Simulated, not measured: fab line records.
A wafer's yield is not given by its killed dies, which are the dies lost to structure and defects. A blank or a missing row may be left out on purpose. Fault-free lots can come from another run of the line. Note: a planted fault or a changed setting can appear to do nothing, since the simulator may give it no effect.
Which of the tools did it? ; flow nand harc ; 12 lots with 36 wafers sampled at 3 steps, on a route of 1159 steps

WHAT THE GAUGES SHOWED, per wafer
NHARC_P_M1_CD_MEAS_09: the cd target is 130 nm.
lot;measured;on;cd nm (nm)
L075;day 6 01:14;cd sem-03;131.4 131.2 129.4
L077;day 6 14:17;cd sem-02;130.9 131.6 131.3
L078;day 7 04:17;cd sem-02;131.3 132.6 131.7
L081;day 7 17:59;cd sem-02;129.2 131.0 130.8
L083;day 8 06:19;cd sem-02;130.7 130.6 130.5
L087;day 9 07:33;cd sem-03;129.8 130.3 130.7
L085;day 9 14:37;cd sem-02;131.5 131.1 130.9
L089;day 9 18:03;cd sem-02;130.6 130.2 130.5
L092;day 10 02:42;cd sem-03;132.3 131.7 132.8
L093;day 10 15:27;cd sem-02;131.3 129.8 130.6
L096;day 11 06:01;cd sem-02;130.9 130.2 131.0
L097;day 11 10:38;cd sem-02;131.4 130.6 130.8

WHAT TOOL EACH LOT RAN ON (gives the tool, then ch and the chambers of the sampled wafers, and finally the start)
lot;NHARC_P_M0_DEGAS_28;NHARC_P_M0_DEP_32
L075;pvd sputter-03, day 5 21:46;pecvd-01 ch 1,2, day 5 23:38
L077;pvd sputter-03, day 6 11:22;pecvd-01 ch 0,1,2, day 6 13:10
L078;pvd sputter-01, day 7 01:20;pecvd-01 ch 1,2, day 7 03:05
L081;pvd sputter-03, day 7 14:55;pecvd-01 ch 0,1,2, day 7 16:52
L083;pvd sputter-02, day 8 03:04;pecvd-03 ch 1,2, day 8 05:04
L087;pvd sputter-01, day 9 04:37;pecvd-01 ch 0,1,2, day 9 06:26
L085;pvd sputter-03, day 9 11:26;pecvd-03 ch 1,2, day 9 13:23
L089;pvd sputter-01, day 9 14:59;pecvd-03 ch 0,1,2, day 9 16:46
L092;pvd sputter-03, day 9 23:47;pecvd-01 ch 0,1,2, day 10 01:33
L093;pvd sputter-01, day 10 12:13;pecvd-01 ch 0,1, day 10 14:25
L096;pvd sputter-02, day 11 03:04;pecvd-04 ch 0,1,2, day 11 04:54
L097;pvd sputter-01, day 11 07:42;pecvd-03 ch 0,1, day 11 09:28
- NHARC_P_M0_DEGAS_28: time 60 s.
- NHARC_P_M0_DEP_32: deposits SiCN, target thk 30 nm.

THE ANSWER, worked out from the rows above alone
Rule: the lots themselves supply what counts as usual. The widest of any qualifying gaps counts: lots, ordered by their means at a reading, are off when they make up no more than a third of the lots, leave a main group of 4 or more, and stand apart from it by 3 or more times the standard deviation of that group's means. If all means in a main group match to the digits the tables above print for the reading, that group is not used. A lot without any number at a reading at which 4 lots or more have one is off too. The other lots that the step has rows for count as sound.
No lot is off at any reading shown: from this, nothing can be told.

WHAT THE SIMULATOR HAD PUT IN
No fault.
